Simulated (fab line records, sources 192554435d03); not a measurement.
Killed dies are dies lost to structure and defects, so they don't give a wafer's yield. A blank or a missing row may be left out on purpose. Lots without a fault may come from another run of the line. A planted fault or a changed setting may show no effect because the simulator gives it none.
fab line records | flow n5_finfet
record lots=7 wafers=21
route steps=1938 shown BEOL_M12@1648 BEOL_M15@1824 MIM_BOT@1833 TV_OPEN@1888 PASSIVATION@1929
start_h: hours from the record's first day to the start of the lot's first wafer shown | wait_h: hours since the lot's step before | " the same as in the row above | L1.1+2: a row that stands for several wafers | - no value, or no start given | * or withheld: withheld | < > ~ a bound
route shown NAME@n: a module of which the file shows steps, and the number in the route of the first | usual: mean/standard deviation of fault-free wafers | same: alike in all rows | chamber/n: place in a boat | sites: the reading at each site | _std_site: their standard deviation | _edge_site: outer sites' mean less inner sites' | radius_mm: how far each site lies from the wafer's centre | mask NAME#n: copy n | behind: the tool/chamber that last shaped the wafer | hold: why the lot was held/for how many hours/how that ended | device: the transistor (n, p or np) that didn't switch | end of line: the same wafers' tests at the end of the route | a step without rows: its recipe alone | killed: dies lost to structure and defects at the first sort, not the wafer's yield | map: a wafer's dies, x killed, . not, _ none there
set.NAME: the setting as run; set.NAME@STEP: as run at that earlier step | model.NAME: the simulator's own value behind a step, which no gauge read
lots whose settings were changed on purpose; a table a step, a row a wafer
## steps
# step N5_BEOL_M12_SPUTTER_43
# recipe material=TaN target_thk_a=150 temp_c=50 bias_v=168.6 power_w=15000 chamber_pressure_pa=0.12 time_s=24.19
# columns lot.wafer tool chamber start_h wait_h set.power_w model.TaN_of_BEOL_M12_SPUTTER_43.thk_nm
L074.1 pvd_sputter-02 - 231.03 0.0 15790 16
L074.3 " - " " 15000 14.8
L074.5 " - " " 15000 15
L077.1 pvd_sputter-02 - 266.23 0.0 15000 15.2
L077.3 " - " " 13300 13.6
L077.6 " - " " 13300 13.4
L079.1+3+6 pvd_sputter-03 - 270.63 0.0 15000 15
L083.1 pvd_sputter-02 - 287.19 0.0 13870 14
L083.5 " - " " 13870 13.8
L083.6 " - " " 15000 15.2
L086.1 pvd_sputter-02 - 319.31 0.0 15000 15
L086.2+3 " - " " 15000 15.2
L087.1 pvd_sputter-02 - 326.43 0.0 13260 13.4
L087.5 " - " " 15000 14.8
L087.6 " - " " 15000 15
L095.1 pvd_sputter-03 - 354.23 0.0 15000 14.8
L095.3 " - " " 12340 12.4
L095.4 " - " " 15000 15.2
# step N5_BEOL_M12_SPUTTER_44
# recipe material=Ta target_thk_a=100 temp_c=50 bias_v=80 power_w=15000 chamber_pressure_pa=0.07 time_s=16.13
# columns lot.wafer tool chamber start_h wait_h set.time_s model.Ta_of_BEOL_M12_SPUTTER_44.thk_nm
L074.1+5 pvd_sputter-02 - 231.11 0.0 16.13 10.2
L074.3 " - " " 14.07 8.8
L077.1+6 pvd_sputter-02 - 266.31 0.0 16.13 10.2
L077.3 " - " " 16.75 10.6
L079.1+3+6 pvd_sputter-03 - 270.71 0.0 16.13 9.8
L083.1 pvd_sputter-02 - 287.27 0.0 17.56 10.8
L083.5 " - " " 16.13 10.2
L083.6 " - " " 17.56 11
L086.1 pvd_sputter-02 - 319.39 0.0 16.13 10
L086.2 " - " " 16.13 10.2
L086.3 " - " " 16.13 10.4
L087.1 pvd_sputter-02 - 326.51 0.0 16.13 10.2
L087.5 " - " " 16.13 10
L087.6 " - " " 15.24 9.8
L095.1 pvd_sputter-03 - 354.31 0.0 16.13 10
L095.3 " - " " 16.13 9.6
L095.4 " - " " 18.11 11
# step N5_BEOL_M15_CMP_49
# recipe stop_on=SiO2 t_overpolish_s=4.9 down_force_psi=2 platen_rpm=80 clearing_platen_down_force_psi=2 clearing_platen_rpm=80 post_cmp_clean=cu_alkaline target_thk_nm=850 clearing_platen_pad_velocity_m_s=1.5917 pad_velocity_m_s=1.5917
# usual barrier_field_endpoint_s=11.31/0.26
# columns lot.wafer tool chamber start_h wait_h set.down_force_psi barrier_field_endpoint_s
L074.1 cmp-03 3 249.27 0.3 2.424 9.27
L074.3 " 0 " " 2 11.58
L074.5 " 3 " " 2.424 9.72
L077.3 cmp-01 0 282.30 0.2 2 11.36
L077.1 " 1 " " 2 11.29
L077.6 " 0 " " 2 11.19
L079.1 cmp-04 1 294.17 0.3 2 10.82
L079.3 " 2 " " 2 11.18
L079.6 " 3 " " 2 11.06
L083.1 cmp-04 1 307.81 0.4 2 11.40
L083.6 " 2 " " 2 11.56
L083.5 " 3 " " 1.87 12.19
L086.3 cmp-01 2 339.82 0.2 1.554 14.29
L086.1 " 3 " " 2 11.34
L086.2 " 1 " " 1.554 15.17
L087.1 cmp-03 1 345.07 0.3 2 11.44
L087.5 " 3 " " 2 11.51
L087.6 " 0 " " 2 11.40
L095.1 cmp-04 0 375.69 0.3 2 11.60
L095.4 " 1 " " 2 11.32
L095.3 " 2 " " 2 11.28
# step N5_MIM_BOT_SPUTTER_00
# recipe material=TiN target_thk_a=350 temp_c=200 power_w=3000 chamber_pressure_pa=0.49996 gas=Ar reactive_partial_pa=0.37997 time_s=89.7
# columns lot.wafer tool chamber start_h wait_h set.time_s model.TiN_of_MIM_BOT_SPUTTER_00.thk_nm
L074.1 pvd_sputter-01 - 251.18 0.0 89.7 35
L074.3+5 " - " " 89.7 34.6
L077.1 pvd_sputter-03 - 285.65 0.0 89.7 35
L077.3 " - " " 89.7 35.2
L077.6 " - " " 89.7 34.8
L079.1 pvd_sputter-02 - 295.85 0.0 89.7 34.8
L079.3 " - " " 89.7 35.4
L079.6 " - " " 89.7 34.2
L083.1 pvd_sputter-01 - 309.82 0.0 89.7 35.2
L083.5 " - " " 78.01 30.6
L083.6 " - " " 78.01 30.4
L086.1 pvd_sputter-01 - 343.48 0.0 89.7 34.4
L086.2 " - " " 84.37 32
L086.3 " - " " 89.7 34.6
L087.1+5 pvd_sputter-03 - 347.09 0.0 89.7 34.2
L087.6 " - " " 95.89 36.6
L095.1 pvd_sputter-03 - 378.54 0.0 94.42 36.4
L095.3 " - " " 89.7 34.4
L095.4 " - " " 89.7 35
# step N5_PASSIVATION_VIA_ETCH_13
# recipe chemistry=CHF3/O2 target=SiO2 target_depth_a=6600 CHF3_flow_sccm=50 O2_flow_sccm=5 Ar_flow_sccm=200 time_s=330 mask_material=PR pressure_mtorr=30 source_w=650 bias_w=170 ion_energy_ev=200 ends=cleared
# usual rf_vpp_V=527/11
# columns lot.wafer tool chamber start_h wait_h set.bias_w rf_vpp_V
L074.1 rie_diel-03 0 257.88 0.0 170 539
L074.3 " 2 " " 170 521
L074.5 " 0 " " 170 540
L077.1 rie_diel-03 2 290.51 0.0 170 521
L077.3 " 3 " " 170 518
L077.6 " 0 " " 194.8 602
L079.1 rie_diel-05 0 302.10 0.0 170 534
L079.3 " 2 " " 170 507
L079.6 " 1 " " 170 512
L083.1 rie_diel-05 3 318.96 0.0 170 526
L083.5 " 2 " " 170 508
L083.6 " 1 " " 200 584
L086.1 rie_diel-03 3 349.62 0.0 170 518
L086.2 " 2 " " 151.6 474
L086.3 " 0 " " 170 540
L087.1 rie_diel-05 0 353.09 0.0 170 536
L087.5 " 0 " " 170 536
L087.6 " 1 " " 170 511
L095.1 rie_diel-03 2 383.48 0.0 178.4 543
L095.3 " 3 " " 178.4 536
L095.4 " 0 " " 178.4 561
# step N5_PASSIVATION_PASS_ETCH_47
# recipe chemistry=CF4/O2 target=SiNx target_depth_a=7700 time_s=385 ion_energy_ev=100 pressure_mtorr=40 source_w=535 bias_w=49 Ar_flow_sccm=100 cf4_flow_sccm=100 O2_flow_sccm=10
# columns lot.wafer tool chamber start_h wait_h set.time_s model.etch.depth_nm
L074.1 rie_diel-01 0 261.05 0.0 385 810.3
L074.3 " 1 " " 323.8 630.8
L074.5 " 1 " " 323.8 634.5
L077.1 rie_diel-04 1 295.76 0.0 385 733.8
L077.3 " 0 " " 385 779.1
L077.6 " 1 " " 334.1 638.4
L079.1 rie_diel-04 2 305.67 0.0 385 793.3
L079.3 " 3 " " 385 754.5
L079.6 " 2 " " 385 799.3
L083.1 rie_diel-06 1 322.62 0.0 385 806.9
L083.5 " 2 " " 385 790.5
L083.6 " 1 " " 444.5 940.4
L086.1 rie_diel-04 3 355.34 0.0 337.6 659.5
L086.2 " 1 " " 385 763.5
L086.3 " 0 " " 337.6 698
L087.1 rie_diel-06 3 356.27 0.0 385 755.8
L087.5 " 0 " " 463.2 869.3
L087.6 " 3 " " 463.2 913.6
L095.1 rie_diel-01 0 387.33 0.0 385 796
L095.3 " 2 " " 385 731.8
L095.4 " 1 " " 385 756.4
## key
split step=N5_BEOL_M12_SPUTTER_43 setting=power_w stated=15000 by=wafer
response step=N5_BEOL_M12_SPUTTER_43 reading=model.TaN_of_BEOL_M12_SPUTTER_43.thk_nm change=+0.149 per=1% r=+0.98
split step=N5_BEOL_M12_SPUTTER_44 setting=time_s stated=16.13 by=wafer
response step=N5_BEOL_M12_SPUTTER_44 reading=model.Ta_of_BEOL_M12_SPUTTER_44.thk_nm change=+0.096 per=1% r=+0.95
split step=N5_BEOL_M15_CMP_49 setting=down_force_psi stated=2 by=wafer
response step=N5_BEOL_M15_CMP_49 reading=barrier_field_endpoint_s change=-0.126 per=1% r=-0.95
split step=N5_MIM_BOT_SPUTTER_00 setting=time_s stated=89.7 by=wafer
response step=N5_MIM_BOT_SPUTTER_00 reading=model.TiN_of_MIM_BOT_SPUTTER_00.thk_nm change=+0.362 per=1% r=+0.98
split step=N5_PASSIVATION_VIA_ETCH_13 setting=bias_w stated=170 by=wafer
response step=N5_PASSIVATION_VIA_ETCH_13 reading=rf_vpp_V change=+4.66 per=1% r=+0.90
split step=N5_PASSIVATION_PASS_ETCH_47 setting=time_s stated=385 by=wafer
response step=N5_PASSIVATION_PASS_ETCH_47 reading=model.etch.depth_nm change=+8.43 per=1% r=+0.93
